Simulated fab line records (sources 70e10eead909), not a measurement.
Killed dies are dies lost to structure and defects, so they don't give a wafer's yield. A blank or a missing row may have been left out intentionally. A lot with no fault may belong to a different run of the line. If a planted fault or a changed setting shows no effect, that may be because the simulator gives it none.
Struck lot and sound lot, side by side :: flow nand harc :: 14 out of 1302 route steps
Sound: the wafers L463.2, L463.4, L463.6. Struck: wafer L479.3 (L479.2, L479.4, from the same lot, were not struck and are left out); the cause is given at the end.
For every step that has rows: the tool of each side, followed by ch and its chambers, followed by its first start. Under that, the readings that differ: sound wafers :: struck wafers :: difference of the means :: sigmas: that difference in standard deviations of wafers without a fault.
alike: a reading whose means differ by less than 2 such deviations, as well as words and numbers matching on both sides. not compared: withheld readings; readings where some wafer has no value; bounds like >300 that might hide an equal value; numbers whose values overlap and for which the record gives no deviation.
A row with sigmas, a row that says differs or no value, or rows on one side alone: a step with any of these is where the two part. Numbers that have no deviation but don't overlap get no sigmas and don't part them. A reading missing from all wafers of one side parts the sides only when that side holds two or more wafers.

first, 8 steps without rows for these wafers: NHARC_THIN_TSV_DEHYDRATE_25 (time 120 s); NHARC_THIN_TSV_HMDS_26 (time 30 s); NHARC_THIN_TSV_COAT_27; NHARC_THIN_TSV_SOFTBAKE_28 (time 95 s); NHARC_THIN_TSV_EBR_29; NHARC_THIN_TSV_EXPOSE_30 (exposes mask PAD); NHARC_THIN_TSV_PEB_31 (peb time 85 s); NHARC_THIN_TSV_DEVELOP_32 (time 70 s).
NHARC_THIN_TSV_CD_MEAS_33: target cd 5000 nm.
  sound on cd sem-01 ch 0, day 25 19:45; struck on cd sem-01 ch 0, day 30 23:23
  alike: cd nm
then, 1 step without rows for these wafers: NHARC_THIN_TSV_HARDBAKE_34 (time 80 s).
NHARC_THIN_TSV_DESCUM_35: chemistry O2, time 3 s.
  sound on rie diel-11 ch 1,2, day 25 19:55; struck on rie diel-11 ch 0, day 30 23:33
  alike: chamber pressure mTorr, drypump motor current A, oes product au, rf vpp V, showerhead plenum p Torr, throttle valve pct
  not compared: rf hours counter h
NHARC_THIN_TSV_ETCH_59: etches the open film in Cl2/BCl3, target depth 880 nm, time 138.1 s.
  sound on rie metal-02 ch 0,1, day 25 20:04; struck on rie metal-02 ch 0, day 30 23:41
  alike: chamber pressure mTorr, drypump motor current A, oes product au, run length s, throttle valve pct
  not compared: rf hours counter h
NHARC_THIN_TSV_ETCH_36: etches the open film in Cl2/BCl3, target depth 65 nm, time 18.571 s.
  sound on rie metal-02 ch 0, day 25 20:18; struck on rie metal-02 ch 0, day 30 23:56
reading: run length s (s)
sound: 39.57 40.02 39.57
struck: 35.71
difference: -4.01
sigmas: -16
  alike: chamber pressure mTorr, drypump motor current A, oes product au
  not compared: rf hours counter h
NHARC_THIN_TSV_STRIP_56: strips in O2.
  sound on plasma asher-01 ch 0,1, day 25 20:24; struck on plasma asher-01 ch 1, day 31 00:05
  alike: drypump motor current A, heater power w
  not compared: rf hours counter h

WHERE THEY PART
Only at NHARC_THIN_TSV_ETCH_36, as far as this record shows. Later steps at which nothing parts them and some readings are alike: NHARC_THIN_TSV_STRIP_56.

WHY: whatever the simulator had introduced
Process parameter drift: rie metal-02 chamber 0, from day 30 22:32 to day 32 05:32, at NHARC_THIN_TSV_ETCH_36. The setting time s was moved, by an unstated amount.
